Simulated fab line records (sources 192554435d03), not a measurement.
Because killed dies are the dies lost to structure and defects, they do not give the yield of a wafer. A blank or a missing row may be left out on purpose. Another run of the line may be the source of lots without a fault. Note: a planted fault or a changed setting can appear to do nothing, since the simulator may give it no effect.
Which tool did it? ; flow n5_finfet ; Sampling: 14 lots, 39 wafers, 2 of 1938 route steps

== WHAT THE GAUGES SHOWED, per wafer ==
N5_BEOL_M15_THK_MEAS_01.
lot;measured;on;M15_ILD_THK (nm)
L814;day 11 15:50;film_metro-02;1627 1645 1616
L816;day 11 18:56;film_metro-02;1602 1641 1643
L813;day 12 05:33;film_metro-01;1623 1610 1639
L818;day 12 11:30;film_metro-01;1619 1620
L817;day 12 16:31;film_metro-02;1650 1626 1619
L819;day 12 17:19;film_metro-01;1604 1618 1638
L820;day 12 21:07;film_metro-01;1607 1628 1622
L823;day 13 22:00;film_metro-02;1615 1644 1636
L822;day 13 22:16;film_metro-02;1648 1644 1652
L824;day 14 11:34;film_metro-02;1617 1669
L828;day 15 01:22;film_metro-02;1611 1654 1633
L827;day 15 01:35;film_metro-02;1631 1614 1560
L830;day 15 04:37;film_metro-01;1611 1626 1636
L836;day 17 02:28;film_metro-01;1610 1581

N5_BEOL_M15_INSPECT_12: inspects for defects (macro).
lot;measured;on;raw_defect_count
L814;day 11 16:19;defect_inspect-01;1 2 1
L816;day 11 19:17;defect_inspect-02;6 2 0
L813;day 12 06:02;defect_inspect-02;0 2 1
L818;day 12 11:59;defect_inspect-02;2 0
L817;day 12 16:59;defect_inspect-02;1 3 1
L819;day 12 17:41;defect_inspect-02;4 2 0
L820;day 12 21:28;defect_inspect-02;3 2 4
L823;day 13 22:21;defect_inspect-01;1 1 0
L822;day 13 22:45;defect_inspect-02;1 1 2
L824;day 14 11:55;defect_inspect-01;2 3
L828;day 15 01:50;defect_inspect-01;0 0 1
L827;day 15 02:05;defect_inspect-02;3 4 2
L830;day 15 04:58;defect_inspect-02;1 2 1
L836;day 17 02:50;defect_inspect-01;2 2

== WHAT TOOL EACH LOT RAN ON (gives the tool, then ch and the chambers of the sampled wafers, and finally the start) ==
The record holds no process step before these readings.

== WHAT THE TOOLS THEMSELVES READ (means of the sampled wafers that have a number; where no wafer has one, the mark that the record gives instead) ==
The record holds no such reading with a usual standard deviation.

== THE ANSWER, worked out from the rows above alone ==
Rule: the lots themselves supply what counts as usual. Put in order of their means at a reading, lots are off if they are a third of the lots or fewer, leave a main group of 4 or more, and stand apart from it by a gap of 3 or more times the standard deviation of the main group's means; of several such gaps the widest counts. The tables above print the reading to a certain number of digits; a main group whose means all agree to those digits is not used. Also off: a lot with no number at a reading for which 4 or more lots have one. Any other lot the step has rows for is counted as sound. The gauges are gone through in route order, then the tools' own readings, and for those a lot's mean is taken as printed above. At the first step where some lot is off, the reading lying furthest off is the one used; lots without a number count as furthest.
Nothing can be told from this: no lot is off at any reading shown.

== WHAT WAS PUT IN BY THE SIMULATOR ==
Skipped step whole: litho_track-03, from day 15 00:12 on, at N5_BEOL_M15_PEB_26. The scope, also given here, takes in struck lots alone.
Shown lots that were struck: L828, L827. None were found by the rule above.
